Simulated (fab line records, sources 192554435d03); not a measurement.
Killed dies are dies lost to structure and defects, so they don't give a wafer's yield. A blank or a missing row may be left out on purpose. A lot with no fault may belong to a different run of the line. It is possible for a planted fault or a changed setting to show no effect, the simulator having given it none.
What tool caused it? + flow n5 finfet + 12 lots, 36 wafers sampled, at 5 steps of a route of 1938

== WHAT THE GAUGES SHOWED, per wafer ==
N5_BEOL_M1_RS_MEAS_58: uses a four-point probe to measure.
| lot  | measured     | on            | M1_RS (ohm/sq) |
|------|--------------|---------------|----------------|
| L075 | day 7 01:12  | film metro-01 | 0.69 0.63 0.62 |
| L077 | day 7 04:55  | film metro-01 | 0.67 0.67 0.71 |
| L079 | day 7 19:39  | film metro-02 | 0.75 0.69 0.70 |
| L081 | day 8 05:27  | film metro-02 | 0.73 0.72 0.71 |
| L083 | day 8 23:25  | film metro-01 | 0.69 0.71 0.68 |
| L085 | day 9 07:47  | film metro-01 | 0.71 0.67 0.66 |
| L087 | day 9 18:19  | film metro-02 | 0.75 0.65 0.68 |
| L089 | day 10 06:46 | film metro-01 | 0.61 0.63 0.63 |
| L091 | day 11 02:11 | film metro-02 | 0.71 0.65 0.66 |
| L093 | day 11 05:41 | film metro-01 | 0.69 0.71 0.63 |
| L095 | day 11 12:43 | film metro-02 | 0.75 0.71 0.63 |
| L097 | day 12 07:00 | film metro-02 | 0.66 0.62 0.61 |

== EACH LOT AND THE TOOL THAT RAN IT (in order: tool; ch and the chambers of the sampled wafers; start) ==
| lot  | N5_BEOL_M1_ANNEAL_49         | N5_BEOL_M1_ANNEAL_80         | N5_BEOL_M1_ANNEAL_95         | N5_BEOL_M1_ANNEAL_51             |
|------|------------------------------|------------------------------|------------------------------|----------------------------------|
| L075 | pvd sputter-02, day 6 22:29  | pvd sputter-02, day 6 22:42  | pvd sputter-02, day 7 00:01  | rtp anneal-01 ch 0, day 7 00:24  |
| L077 | pvd sputter-02, day 7 01:55  | pvd sputter-02, day 7 02:08  | pvd sputter-02, day 7 03:28  | rtp anneal-01 ch 0, day 7 03:53  |
| L079 | pvd sputter-01, day 7 16:55  | pvd sputter-01, day 7 17:08  | pvd sputter-01, day 7 18:28  | rtp anneal-02 ch 0, day 7 18:50  |
| L081 | pvd sputter-02, day 8 02:25  | pvd sputter-02, day 8 02:38  | pvd sputter-02, day 8 03:57  | rtp anneal-02 ch 0, day 8 04:38  |
| L083 | pvd sputter-01, day 8 19:46  | pvd sputter-01, day 8 19:59  | pvd sputter-01, day 8 21:19  | rtp anneal-02 ch 0, day 8 22:33  |
| L085 | pvd sputter-02, day 9 05:02  | pvd sputter-02, day 9 05:16  | pvd sputter-02, day 9 06:35  | rtp anneal-01 ch 0, day 9 06:58  |
| L087 | pvd sputter-03, day 9 15:34  | pvd sputter-03, day 9 15:47  | pvd sputter-03, day 9 17:07  | rtp anneal-02 ch 0, day 9 17:32  |
| L089 | pvd sputter-03, day 10 03:59 | pvd sputter-03, day 10 04:13 | pvd sputter-03, day 10 05:32 | rtp anneal-02 ch 0, day 10 06:01 |
| L091 | pvd sputter-01, day 10 23:27 | pvd sputter-01, day 10 23:40 | pvd sputter-01, day 11 00:59 | rtp anneal-01 ch 0, day 11 01:20 |
| L093 | pvd sputter-01, day 11 02:38 | pvd sputter-01, day 11 02:51 | pvd sputter-01, day 11 04:10 | rtp anneal-01 ch 0, day 11 04:33 |
| L095 | pvd sputter-01, day 11 09:58 | pvd sputter-01, day 11 10:11 | pvd sputter-01, day 11 11:31 | rtp anneal-01 ch 0, day 11 11:50 |
| L097 | pvd sputter-02, day 12 04:16 | pvd sputter-02, day 12 04:29 | pvd sputter-02, day 12 05:49 | rtp anneal-01 ch 0, day 12 06:09 |
- N5_BEOL_M1_ANNEAL_49: time 240 s.
- N5_BEOL_M1_ANNEAL_80: time 240 s.
- N5_BEOL_M1_ANNEAL_95: time 240 s.
- N5_BEOL_M1_ANNEAL_51: time 90 s.

== THE ANSWER, worked out from the rows above alone ==
Rule: the usual values come from the lots themselves. The widest of any qualifying gaps counts: lots, ordered by their means at a reading, are off when they make up no more than a third of the lots, leave a main group of 4 or more, and stand apart from it by 3 or more times the standard deviation of that group's means. If all means in a main group match to the digits the tables above print for the reading, that group is not used. Also off: a lot with no number at a reading for which 4 or more lots have one. The other lots that the step has rows for count as sound.
Across all readings shown, no lot is off: no conclusion can be drawn from this.

== WHAT THE SIMULATOR HAD PUT IN ==
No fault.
